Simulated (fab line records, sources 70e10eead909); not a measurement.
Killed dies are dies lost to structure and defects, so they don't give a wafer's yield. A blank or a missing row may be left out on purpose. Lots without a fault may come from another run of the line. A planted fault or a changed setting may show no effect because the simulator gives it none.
Chamber matching | flow nand_harc | NHARC_A_DECK1_JOINT_ETCHBACK_00 on rie_si-04: 4 sister chambers
The step etches the open film in HBr, target depth 30 nm, time 17.4 s. 16 wafers are shown with their chamber, then 8 later ones without.

WAFERS WITH THEIR CHAMBER
wafer  | chamber | drypump_motor_current_A (A) | he_backside_leak_sccm (sccm) | chamber_pressure_mTorr (mTorr)
L076.2 | 3       | 5.8                         | 2.8                          | 15.007
L076.3 | 0       | 5.3                         | 2.8                          | 15.012
L076.4 | 1       | 5.7                         | 2.4                          | 15.012
L079.2 | 2       | 4.8                         | 3.0                          | 15.011
L079.5 | 0       | 5.3                         | 2.7                          | 14.989
L079.6 | 3       | 5.8                         | 2.9                          | 14.981
L086.1 | 3       | 5.8                         | 2.8                          | 14.992
L086.2 | 2       | 4.8                         | 2.3                          | 14.998
L086.3 | 1       | 5.7                         | 2.4                          | 14.997
L088.1 | 1       | 5.7                         | 2.4                          | 15.001
L088.3 | 0       | 5.3                         | 2.8                          | 14.993
L088.4 | 3       | 5.8                         | 3.1                          | 15.000
L090.1 | 2       | 4.8                         | 2.4                          | 15.011
L090.3 | 0       | 5.3                         | 2.9                          | 14.978
L090.5 | 0       | 5.3                         | 2.8                          | 14.997
L092.1 | 3       | 5.9                         | 3.2                          | 14.995

SIGNATURES (means of the wafers above)
reading                 | chamber 0 | chamber 1 | chamber 2 | chamber 3 | scatter within a chamber
drypump_motor_current_A | 5.300     | 5.700     | 4.800     | 5.820     | 0.0258
he_backside_leak_sccm   | 2.800     | 2.400     | 2.567     | 2.960     | 0.191
chamber_pressure_mTorr  | 14.99380  | 15.00333  | 15.00667  | 14.99500  | 0.0101
Rule: a wafer's distance from a chamber is the root of the sum, over the readings, of the square of ((its reading less the chamber's mean) divided by the reading's scatter). The wafer belongs to the nearest chamber; if the next one is less than 2 further off, it can't be placed. The scatter: the root of (the sum of the squares of (reading less its chamber's mean) over the shown wafers, divided by (wafers less chambers)).

WAFERS WITHOUT THEIR CHAMBER
wafer  | drypump_motor_current_A (A) | he_backside_leak_sccm (sccm) | chamber_pressure_mTorr (mTorr)
L092.2 | 5.3                         | 2.9                          | 14.995
L092.4 | 4.8                         | 2.3                          | 15.023
L093.1 | 5.8                         | 2.9                          | 15.009
L093.5 | 4.8                         | 2.4                          | 14.981
L093.6 | 5.7                         | 2.3                          | 15.008
L096.1 | 5.7                         | 2.3                          | 14.988
L096.3 | 5.8                         | 3.0                          | 15.020
L096.6 | 4.8                         | 2.5                          | 15.024

WHICH CHAMBER EACH WENT THROUGH
wafer  | from the rows above | in truth
L092.2 | 0                   | 0
L092.4 | 2                   | 2
L093.1 | 3                   | 3
L093.5 | 2                   | 2
L093.6 | 1                   | 1
L096.1 | 1                   | 1
L096.3 | 3                   | 3
L096.6 | 2                   | 2
Placed correctly: 8 of 8. Can't be placed from these rows: 0. Placed wrongly: 0.
